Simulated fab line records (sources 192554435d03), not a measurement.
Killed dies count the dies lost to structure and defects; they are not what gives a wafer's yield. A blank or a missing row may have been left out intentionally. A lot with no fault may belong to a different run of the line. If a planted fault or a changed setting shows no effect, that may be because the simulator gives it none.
Code-filled problem report in 8D (eight disciplines) form + flow n5-finfet + the parts of the form that need people (team, actions taken, sign-off) are left out

== 1. THE PROBLEM ==
Wafers without a fault read 143.5 s, standard deviation 0.41; run-length-s at N5_BEOL_M7_ETCH_66 reads a mean of 135.9 s on 4 wafers belonging to 3 lots. That is -18 standard deviations from the usual mean.
The step: etches SOC in N2/H2, target depth 80 nm, overetch 16 nm, time 120 s.
The first sign was on wafer L375.1 at day 13 15:34, on rie-diel-04. At this step, 31 wafers from 11 lots have a number in the record. Rule for "out", or "out of limits": more than 4 standard deviations from the usual mean. The rest of the wafers with a number are treated as sound.

== 2. WHAT IT IS AND WHAT IT IS NOT ==
| question                    | is                             | is not                                                                                          |
|-----------------------------|--------------------------------|-------------------------------------------------------------------------------------------------|
| which readings at this step | run-length-s                   | drypump-motor-current-A, oes-product-au, rf-vpp-V, showerhead-plenum-p-Torr, throttle-valve-pct |
| which lots                  | L375, L378, L381               | L361, L362, L365, L366, L371, L373, L374, L376                                                  |
| which wafers of those lots  | L375.1, L378.1, L381.1, L381.2 | L375.5, L375.6, L378.4                                                                          |
| read on which tools         | rie-diel-04                    | rie-diel-01, rie-diel-02                                                                        |
| when                        | from day 13 15:34              | up to then (23 sound wafers); but 4 sound wafers of L376, L378 came after                       |

== 3. WHAT RULES OUT EACH SUSPECT ==
Counting: if a tool at a process step up to the reading ran every lot that is out, it stays a suspect. Sound lots after the first of them don't rule it out here, since some wafers of a struck lot are sound.
- rie-diel-04 at N5_BEOL_M7_ETCH_66 (etches SOC in N2/H2, target depth 80 nm, overetch 16 nm, time 120 s): kept. Ran every lot that is out, first one L375 (day 13 15:34); last sound lot up to then L373 (day 13 15:10). On those wafers its own readings are out: run-length-s.
Left after counting: rie-diel-04 at N5_BEOL_M7_ETCH_66.

== 4. THE CAUSE (what the simulator had put in) ==
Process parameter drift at N5_BEOL_M7_ETCH_66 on rie-diel-04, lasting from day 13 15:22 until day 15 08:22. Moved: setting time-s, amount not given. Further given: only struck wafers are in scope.
After counting, this tool was the only one left.

== 5. THE EFFECT CHAIN, in route order ==
One row per reading whose mean, taken over the struck wafers that have a number, lies over 3 standard deviations from the usual. Scope: only readings with a usual standard deviation given in the record; hours: median across lots of the time from each lot's start at the first step in this table that gives one to its start at this step; sigmas: change in usual standard deviations.
| hours | step               | reading      | usual   | on struck wafers | change | sigmas |
|-------|--------------------|--------------|---------|------------------|--------|--------|
| 0     | N5_BEOL_M7_ETCH_66 | run-length-s | 143.5 s | 135.9            | -7.6   | -18    |
Process steps it contains:
- N5_BEOL_M7_ETCH_66: etches SOC in N2/H2, target depth 80 nm, overetch 16 nm, time 120 s.
Later steps that measure or inspect, where all struck wafers having a row at the step show a number for every such reading and not one has moved that far: N5_BEOL_M7_OCD_MEAS_38.

== 6. HOW IT WOULD HAVE BEEN CAUGHT EARLIER ==
0 hours passed between the start of the fault at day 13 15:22 and the first reading out of limits in this record, taken at day 13 15:34.
